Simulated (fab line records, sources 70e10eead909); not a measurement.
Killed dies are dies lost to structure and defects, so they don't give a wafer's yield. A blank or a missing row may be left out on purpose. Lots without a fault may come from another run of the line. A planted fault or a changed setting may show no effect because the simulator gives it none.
Which tool did it? | flow nand_harc | 24 lots, 72 wafers sampled, at 6 steps of a route of 1302

WHAT THE GAUGES READ, wafer by wafer
NHARC_A_SGD_CUT_OVL_MEAS_10. Usual: overlay_x_nm 0.1 nm, standard deviation 0.99; overlay_y_nm 0.0 nm, standard deviation 0.88.
lot  | measured     | on         | overlay_x_nm (nm) | overlay_y_nm (nm) | flag
L074 | day 19 03:11 | overlay-01 | 1.1 0.9 1.5       | 0.3 0.2 0.1       |
L075 | day 20 02:02 | overlay-02 | -0.2 -0.7 -0.3    | 1.3 0.8 0.2       |
L078 | day 20 05:44 | overlay-02 | 0.5 0.3 0.4       | 0.9 1.2 0.6       |
L077 | day 20 05:54 | overlay-01 | 1.4 1.1 1.4       | -0.4 0.5 -0.9     |
L076 | day 20 22:42 | overlay-02 | 1.2 0.9 0.9       | -0.9 -0.5 -0.4    |
L079 | day 20 22:31 | overlay-01 | 0.7 0.7 0.5       | -0.2 0.1 -0.5     |
L080 | day 21 08:17 | overlay-02 | 0.0 -0.1 0.2      | -0.6 -0.3 -0.4    |
L082 | day 22 09:51 | overlay-02 | 0.1 -0.2 0.1      | 0.3 0.5 0.7       |
L081 | day 22 10:05 | overlay-01 | 0.6 1.0 0.4       | 0.1 0.5 0.0       |
L083 | day 23 03:09 | overlay-02 | 2.6 3.1 2.7       | -1.3 -1.1 -0.7    |
L084 | day 23 17:04 | overlay-01 | -0.1 -0.1 0.1     | 0.0 -0.7 -0.3     |
L085 | day 23 17:13 | overlay-02 | -1.6 -1.6 -1.9    | -0.5 -1.2 -0.8    |
L086 | day 24 07:23 | overlay-02 | 1.5 0.5 0.6       | -0.2 -0.8 -0.3    |
L087 | day 24 17:14 | overlay-01 | -1.1 -0.6 -0.5    | 1.7 2.0 1.3       |
L089 | day 25 07:04 | overlay-01 | 0.0 -0.2 0.1      | 0.8 1.8 1.4       |
L088 | day 25 11:27 | overlay-01 | -1.5 -2.0 -1.7    | -1.1 -1.4 -0.8    |
L091 | day 26 12:59 | overlay-01 | -1.2 -1.1 -0.4    | 1.7 0.9 1.4       |
L090 | day 26 11:50 | overlay-02 | -0.1 -0.8 -0.8    | 1.2 1.5 1.4       |
L092 | day 27 00:19 | overlay-01 | 0.2 0.0 -0.7      | 0.5 0.2 0.1       |
L094 | day 27 13:02 | overlay-02 | 0.0 -0.6 -0.3     | -0.7 -0.5 -0.1    |
L095 | day 27 12:43 | overlay-02 | 0.5 0.7 -0.3      | -1.4 -0.7 -1.5    |
L093 | day 28 03:26 | overlay-02 | 0.2 0.2 0.4       | -1.2 -0.4 -0.8    |
L096 | day 28 03:36 | overlay-01 | -0.7 -1.1 -0.8    | -0.2 0.2 0.5      |
L097 | day 28 14:20 | overlay-01 | 0.3 0.4 0.4       | -0.9 -0.7 -0.7    |

NHARC_A_SLIT_OVL_MEAS_10. Usual: overlay_x_nm -0.2 nm, standard deviation 0.75; overlay_y_nm 0.2 nm, standard deviation 1.
lot  | measured     | on         | overlay_x_nm (nm) | overlay_y_nm (nm) | flag
L074 | day 19 15:29 | overlay-02 | 0.5 0.3 0.0       | 0.8 0.3 0.2       |
L075 | day 20 15:45 | overlay-01 | 0.1 0.9 -0.1      | -0.2 -0.6 0.0     |
L078 | day 20 17:16 | overlay-02 | 0.3 -0.4 -0.4     | -0.6 -1.3 -0.1    |
L077 | day 20 19:29 | overlay-01 | -1.0 -0.8 -1.0    | 1.1 1.0 1.1       |
L076 | day 21 13:09 | overlay-02 | 0.7 0.9 0.8       | -0.3 0.7 0.6      |
L079 | day 21 12:01 | overlay-02 | -0.3 -0.2 -0.2    | 1.1 1.3 1.4       |
L080 | day 21 21:04 | overlay-02 | -0.8 -0.7 -0.2    | -0.6 -0.4 -0.5    |
L082 | day 22 21:20 | overlay-01 | -0.2 -0.1 0.1     | -0.6 -0.5 -0.8    |
L081 | day 22 22:07 | overlay-02 | 0.1 0.1 0.2       | 1.3 1.6 2.0       |
L083 | day 23 14:59 | overlay-01 | 1.3 1.8 1.5       | 1.4 0.9 1.2       |
L084 | day 24 06:02 | overlay-01 | -0.4 -0.1 -0.1    | 0.4 0.7 1.3       |
L085 | day 24 06:33 | overlay-02 | 0.1 -0.2 0.0      | 0.2 0.0 0.3       |
L086 | day 24 19:49 | overlay-02 | 0.6 0.1 0.8       | 0.8 -0.4 0.5      |
L087 | day 25 04:49 | overlay-01 | 0.3 1.0 0.7       | -0.5 -0.8 -0.9    |
L089 | day 25 21:02 | overlay-01 | 0.6 0.5 1.4       | 1.4 2.0 1.3       |
L088 | day 26 02:50 | overlay-01 | -1.4 -1.4 -1.2    | -0.4 -0.5 -0.4    |
L091 | day 27 02:55 | overlay-02 | -1.0 -0.4 -0.7    | 0.4 -1.2 -0.4     |
L090 | day 27 02:23 | overlay-01 | -1.8 -1.5 -1.8    | 0.9 1.4 0.9       |
L092 | day 27 12:19 | overlay-02 | 0.1 0.3 0.1       | -1.3 -0.3 -0.8    |
L094 | day 28 00:21 | overlay-02 | -1.1 -0.7 -1.0    | -1.0 -0.9 -1.0    |
L095 | day 28 00:24 | overlay-01 | -1.1 -0.9 -1.1    | -0.4 0.4 0.1      |
L093 | day 28 15:22 | overlay-01 | -0.1 -0.1 0.4     | 2.4 2.5 3.1       |
L096 | day 28 15:34 | overlay-02 | -0.5 -0.4 -0.6    | -1.0 -1.4 -1.2    |
L097 | day 29 06:29 | overlay-01 | -0.3 -0.1 0.5     | -0.9 -0.3 -0.5    |

WHICH TOOL RAN EACH LOT (tool, then ch and the chambers of the sampled wafers, then the start)
lot  | NHARC_A_STAIRCASE_DEP_325       | NHARC_A_STAIRCASE_ETCHBACK_157     | NHARC_A_STAIRCASE_CMP_472     | NHARC_A_SLIT_DEP_25
L074 | pecvd-03 ch 0,2, day 18 10:56   | rie_diel-12 ch 0,1, day 19 01:33   | cmp-01 ch 0,1, day 19 02:07   | pecvd-02 ch 0,2, day 19 09:50
L075 | pecvd-01 ch 0,1, day 19 01:07   | rie_diel-12 ch 0,1,2, day 19 23:57 | cmp-02 ch 0,2,3, day 20 00:41 | pecvd-04 ch 0,1,2, day 20 08:41
L078 | pecvd-02 ch 0,1, day 19 13:14   | rie_diel-13 ch 0,2, day 20 03:26   | cmp-04 ch 2,3, day 20 04:31   | pecvd-04 ch 0,1, day 20 12:31
L077 | pecvd-03 ch 0,1,2, day 19 13:24 | rie_diel-09 ch 0,3, day 20 04:04   | cmp-01 ch 1,2,3, day 20 04:38 | pecvd-03 ch 0,1, day 20 12:36
L076 | pecvd-02 ch 0,1,2, day 20 05:11 | rie_diel-09 ch 0,2,3, day 20 20:56 | cmp-01 ch 1,2,3, day 20 21:29 | pecvd-04 ch 0,1,2, day 21 05:08
L079 | pecvd-01 ch 0,1,2, day 20 05:22 | rie_diel-09 ch 1,2, day 20 20:49   | cmp-04 ch 0,1,2, day 20 21:27 | pecvd-02 ch 0,1,2, day 21 05:09
L080 | pecvd-03 ch 0,1,2, day 20 16:15 | rie_diel-09 ch 2,3, day 21 06:38   | cmp-02 ch 0,2, day 21 07:13   | pecvd-04 ch 1,2, day 21 15:35
L082 | pecvd-02 ch 0,1, day 21 12:40   | rie_diel-13 ch 0,2,3, day 22 08:07 | cmp-02 ch 0,2,3, day 22 08:49 | pecvd-02 ch 0,1,2, day 22 16:34
L081 | pecvd-03 ch 0,1,2, day 21 12:46 | rie_diel-13 ch 0,2,3, day 22 08:19 | cmp-01 ch 0,1,3, day 22 08:55 | pecvd-04 ch 1,2, day 22 16:31
L083 | pecvd-01 ch 0,1, day 22 09:05   | rie_diel-13 ch 0,2,3, day 23 01:25 | cmp-01 ch 0,1, day 23 01:56   | pecvd-02 ch 0,1, day 23 10:11
L084 | pecvd-02 ch 0,1,2, day 23 01:22 | rie_diel-13 ch 2,3, day 23 15:25   | cmp-02 ch 0,1, day 23 15:59   | pecvd-02 ch 0,1,2, day 23 23:55
L085 | pecvd-01 ch 0,2, day 23 01:22   | rie_diel-12 ch 0,2,3, day 23 15:29 | cmp-04 ch 0,1,3, day 23 16:01 | pecvd-04 ch 0,2, day 24 00:04
L086 | pecvd-03 ch 1,2, day 23 15:04   | rie_diel-13 ch 0,3, day 24 05:37   | cmp-04 ch 2,3, day 24 06:10   | pecvd-04 ch 0,1,2, day 24 15:02
L087 | pecvd-02 ch 0,1, day 24 01:23   | rie_diel-12 ch 1,2,3, day 24 15:35 | cmp-01 ch 0,2,3, day 24 16:08 | pecvd-03 ch 1,2, day 24 23:52
L089 | pecvd-02 ch 0,1, day 24 14:30   | rie_diel-12 ch 1,2,3, day 25 05:25 | cmp-01 ch 1,2,3, day 25 05:58 | pecvd-04 ch 0,1,2, day 25 14:27
L088 | pecvd-01 ch 0,2, day 24 18:04   | rie_diel-12 ch 0,2, day 25 09:41   | cmp-01 ch 1,2,3, day 25 10:16 | pecvd-03 ch 0,1, day 25 19:22
L091 | pecvd-01 ch 0,1, day 25 18:24   | rie_diel-13 ch 0,2,3, day 26 11:11 | cmp-01 ch 1,2,3, day 26 11:46 | pecvd-03 ch 0,1,2, day 26 19:07
L090 | pecvd-03 ch 1,2, day 25 18:44   | rie_diel-13 ch 1,2, day 26 10:04   | cmp-04 ch 0,3, day 26 10:38   | pecvd-04 ch 0,1,2, day 26 19:08
L092 | pecvd-01 ch 0,1,2, day 26 06:17 | rie_diel-13 ch 2,3, day 26 22:25   | cmp-01 ch 0,3, day 26 23:06   | pecvd-03 ch 0,2, day 27 07:07
L094 | pecvd-03 ch 0,1,2, day 26 20:52 | rie_diel-12 ch 0,1,2, day 27 11:20 | cmp-01 ch 1,2,3, day 27 11:52 | pecvd-03 ch 0,1,2, day 27 19:32
L095 | pecvd-02 ch 0,2, day 26 20:52   | rie_diel-12 ch 1,2, day 27 10:41   | cmp-04 ch 0,2,3, day 27 11:36 | pecvd-02 ch 0,1,2, day 27 19:38
L093 | pecvd-03 ch 0,1,2, day 27 10:44 | rie_diel-09 ch 0,3, day 28 01:41   | cmp-04 ch 0,1,3, day 28 02:16 | pecvd-02 ch 0,1,2, day 28 10:45
L096 | pecvd-02 ch 0,1, day 27 10:58   | rie_diel-12 ch 0,1,3, day 28 01:49 | cmp-04 ch 0,1,2, day 28 02:26 | pecvd-04 ch 1,2, day 28 10:40
L097 | pecvd-01 ch 1,2, day 27 20:51   | rie_diel-13 ch 0,1,3, day 28 12:34 | cmp-02 ch 0,2,3, day 28 13:08 | pecvd-04 ch 0,1,2, day 28 21:02
- NHARC_A_STAIRCASE_DEP_325: deposits SiO2, target thk 7200 nm.
- NHARC_A_STAIRCASE_ETCHBACK_157: etches the open film in CH3F/O2, target depth 90 nm, time 167.14 s.
- NHARC_A_STAIRCASE_CMP_472: polishes SiO2.
- NHARC_A_SLIT_DEP_25: deposits SiO2, target thk 200 nm.

WHAT THE TOOLS THEMSELVES READ (means of the sampled wafers that have a number; where no wafer has one, the mark that the record gives instead)
NHARC_A_STAIRCASE_DEP_325. Usual: heater_power_outer_w 385 W, standard deviation 85; heater_power_w 676 W, standard deviation 130; mfc_precursor_sccm 200.0 sccm, standard deviation 0.5.
lot  | tool     | heater_power_outer_w (W) | heater_power_w (W) | mfc_precursor_sccm (sccm) | flag
L074 | pecvd-03 | 328                      | 575                | 200.2                     |
L075 | pecvd-01 | 437                      | 690                | 200.8                     |
L078 | pecvd-02 | 379                      | 661                | 200.4                     |
L077 | pecvd-03 | 342                      | 623                | 199.8                     |
L076 | pecvd-02 | 462                      | 782                | 200.3                     |
L079 | pecvd-01 | 443                      | 745                | 200.0                     |
L080 | pecvd-03 | 341                      | 631                | 200.0                     |
L082 | pecvd-02 | 335                      | 593                | 199.7                     |
L081 | pecvd-03 | 343                      | 622                | 200.3                     |
L083 | pecvd-01 | 407                      | 666                | 200.2                     |
L084 | pecvd-02 | 385                      | 692                | 199.6                     |
L085 | pecvd-01 | 399                      | 680                | 200.4                     |
L086 | pecvd-03 | 362                      | 662                | 200.1                     |
L087 | pecvd-02 | 370                      | 639                | 199.7                     |
L089 | pecvd-02 | 357                      | 607                | 199.9                     |
L088 | pecvd-01 | 401                      | 682                | 199.7                     |
L091 | pecvd-01 | 457                      | 757                | 200.2                     |
L090 | pecvd-03 | 342                      | 604                | 200.0                     |
L092 | pecvd-01 | 414                      | 700                | 199.9                     |
L094 | pecvd-03 | 330                      | 602                | 200.3                     |
L095 | pecvd-02 | 433                      | 744                | 199.3                     |
L093 | pecvd-03 | 310                      | 582                | 199.8                     |
L096 | pecvd-02 | 347                      | 614                | 200.3                     |
L097 | pecvd-01 | 472                      | 813                | 199.7                     |

NHARC_A_STAIRCASE_ETCHBACK_157. Usual: drypump_motor_current_A 5.6 A, standard deviation 0.63; oes_product_au 0.97 a.u., standard deviation 0.031; rf_vpp_V 244.2 V, standard deviation 1.7; showerhead_plenum_p_Torr 2.45 Torr, standard deviation 0.11; throttle_valve_pct 20.663 %, standard deviation 0.0088.
lot  | tool        | drypump_motor_current_A (A) | oes_product_au (a.u.) | rf_vpp_V (V) | showerhead_plenum_p_Torr (Torr) | throttle_valve_pct (%) | flag
L074 | rie_diel-12 | 4.9                         | 0.95                  | 241.9        | 2.32                            | 20.667                 |
L075 | rie_diel-12 | 5.4                         | 1.01                  | 245.0        | 2.47                            | 20.656                 |
L078 | rie_diel-13 | 5.9                         | 0.93                  | 242.2        | 2.34                            | 20.663                 |
L077 | rie_diel-09 | 5.6                         | 0.97                  | 243.9        | 2.47                            | 20.661                 |
L076 | rie_diel-09 | 5.8                         | 0.98                  | 245.0        | 2.49                            | 20.666                 |
L079 | rie_diel-09 | 5.7                         | 0.93                  | 244.0        | 2.42                            | 20.661                 |
L080 | rie_diel-09 | 6.0                         | 0.93                  | 244.8        | 2.51                            | 20.663                 |
L082 | rie_diel-13 | 5.7                         | 1.00                  | 243.0        | 2.39                            | 20.667                 |
L081 | rie_diel-13 | 5.7                         | 0.96                  | 243.7        | 2.39                            | 20.660                 |
L083 | rie_diel-13 | 5.7                         | 1.00                  | 243.6        | 2.39                            | 20.664                 |
L084 | rie_diel-13 | 5.2                         | 1.00                  | 245.2        | 2.46                            | 20.672                 |
L085 | rie_diel-12 | 5.9                         | 0.93                  | 245.7        | 2.52                            | 20.662                 |
L086 | rie_diel-13 | 5.5                         | 1.00                  | 243.9        | 2.46                            | 20.661                 |
L087 | rie_diel-12 | 5.8                         | 0.97                  | 244.9        | 2.44                            | 20.668                 |
L089 | rie_diel-12 | 5.8                         | 0.97                  | 243.7        | 2.44                            | 20.657                 |
L088 | rie_diel-12 | 5.5                         | 0.92                  | 244.6        | 2.54                            | 20.667                 |
L091 | rie_diel-13 | 5.7                         | 0.98                  | 242.8        | 2.38                            | 20.669                 |
L090 | rie_diel-13 | 5.4                         | 1.00                  | 243.1        | 2.38                            | 20.668                 |
L092 | rie_diel-13 | 5.5                         | 0.98                  | 243.7        | 2.39                            | 20.649                 |
L094 | rie_diel-12 | 5.4                         | 0.99                  | 244.4        | 2.45                            | 20.658                 |
L095 | rie_diel-12 | 5.3                         | 1.00                  | 243.0        | 2.37                            | 20.665                 |
L093 | rie_diel-09 | 5.6                         | 0.92                  | 243.8        | 2.45                            | 20.668                 |
L096 | rie_diel-12 | 5.4                         | 1.00                  | 245.2        | 2.54                            | 20.672                 |
L097 | rie_diel-13 | 5.6                         | 0.92                  | 243.5        | 2.40                            | 20.663                 |

NHARC_A_STAIRCASE_CMP_472. Usual: motor_current_A 11.6 A, standard deviation 0.94; slurry_flow_ml_min 150.0, standard deviation 0.44.
lot  | tool   | motor_current_A (A) | slurry_flow_ml_min | flag
L074 | cmp-01 | 12.3                | 149.8              |
L075 | cmp-02 | 11.4                | 150.1              |
L078 | cmp-04 | 11.9                | 149.8              |
L077 | cmp-01 | 11.7                | 150.1              |
L076 | cmp-01 | 11.5                | 150.1              |
L079 | cmp-04 | 10.6                | 150.0              |
L080 | cmp-02 | 10.9                | 150.3              |
L082 | cmp-02 | 11.6                | 149.9              |
L081 | cmp-01 | 11.9                | 150.1              |
L083 | cmp-01 | 12.7                | 149.8              |
L084 | cmp-02 | 11.5                | 150.2              |
L085 | cmp-04 | 11.7                | 150.2              |
L086 | cmp-04 | 11.9                | 150.5              |
L087 | cmp-01 | 11.2                | 150.1              |
L089 | cmp-01 | 11.7                | 150.5              |
L088 | cmp-01 | 11.4                | 150.5              |
L091 | cmp-01 | 11.8                | 150.0              |
L090 | cmp-04 | 11.8                | 149.8              |
L092 | cmp-01 | 11.1                | 150.2              |
L094 | cmp-01 | 11.5                | 150.1              |
L095 | cmp-04 | 11.5                | 149.8              |
L093 | cmp-04 | 11.6                | 149.7              |
L096 | cmp-04 | 11.0                | 149.6              |
L097 | cmp-02 | 11.5                | 149.6              |

NHARC_A_SLIT_DEP_25. Usual: heater_power_outer_w 282 W, standard deviation 89; heater_power_w 534 W, standard deviation 120; mfc_precursor_sccm 161.4 sccm, standard deviation 0.5; showerhead_vpp_V 1841 V, standard deviation 81; throttle_valve_pct 15.9 %, standard deviation 0.48.
lot  | tool     | heater_power_outer_w (W) | heater_power_w (W) | mfc_precursor_sccm (sccm) | showerhead_vpp_V (V) | throttle_valve_pct (%) | flag
L074 | pecvd-02 | 360                      | 669                | 161.0                     | 1822                 | 16.1                   |
L075 | pecvd-04 | 283                      | 531                | 160.9                     | 1855                 | 15.5                   |
L078 | pecvd-04 | 349                      | 575                | 160.9                     | 1782                 | 15.7                   |
L077 | pecvd-03 | 228                      | 492                | 161.3                     | 1793                 | 15.6                   |
L076 | pecvd-04 | 249                      | 487                | 161.9                     | 1838                 | 15.6                   |
L079 | pecvd-02 | 336                      | 609                | 161.2                     | 1844                 | 16.4                   |
L080 | pecvd-04 | 211                      | 465                | 161.0                     | 1886                 | 15.5                   |
L082 | pecvd-02 | 319                      | 586                | 161.7                     | 1861                 | 16.5                   |
L081 | pecvd-04 | 237                      | 465                | 162.3                     | 1849                 | 15.6                   |
L083 | pecvd-02 | 385                      | 644                | 161.3                     | 1841                 | 16.7                   |
L084 | pecvd-02 | 331                      | 604                | 161.3                     | 1866                 | 16.5                   |
L085 | pecvd-04 | 262                      | 523                | 161.1                     | 1877                 | 15.8                   |
L086 | pecvd-04 | 283                      | 537                | 161.1                     | 1838                 | 15.6                   |
L087 | pecvd-03 | 269                      | 519                | 161.3                     | 1861                 | 16.0                   |
L089 | pecvd-04 | 274                      | 505                | 161.6                     | 1849                 | 15.6                   |
L088 | pecvd-03 | 279                      | 563                | 162.0                     | 1841                 | 15.6                   |
L091 | pecvd-03 | 255                      | 508                | 161.2                     | 1833                 | 15.9                   |
L090 | pecvd-04 | 275                      | 512                | 161.3                     | 1854                 | 15.6                   |
L092 | pecvd-03 | 204                      | 426                | 161.3                     | 1760                 | 16.2                   |
L094 | pecvd-03 | 254                      | 506                | 161.2                     | 1833                 | 16.0                   |
L095 | pecvd-02 | 316                      | 587                | 161.0                     | 1868                 | 16.2                   |
L093 | pecvd-02 | 310                      | 575                | 161.2                     | 1877                 | 16.4                   |
L096 | pecvd-04 | 217                      | 458                | 161.7                     | 1846                 | 15.8                   |
L097 | pecvd-04 | 259                      | 500                | 161.3                     | 1831                 | 15.5                   |

THE ANSWER, worked out from the rows above alone
Rule: a lot is off if the mean of its wafers that have a number lies more than 3 standard deviations from the usual mean. A lot without any number at a reading at which 4 lots or more have one is off too. The other lots that the step has rows for count as sound. The gauges are gone through in route order, then the tools' own readings, and for those a lot's mean is taken as printed above. The first step at which some lot is off is used, and at that step the reading that is off furthest; a lot without a number counts as furthest.
No lot is off at any reading shown: from this, nothing can be told.

WHAT THE SIMULATOR HAD PUT IN
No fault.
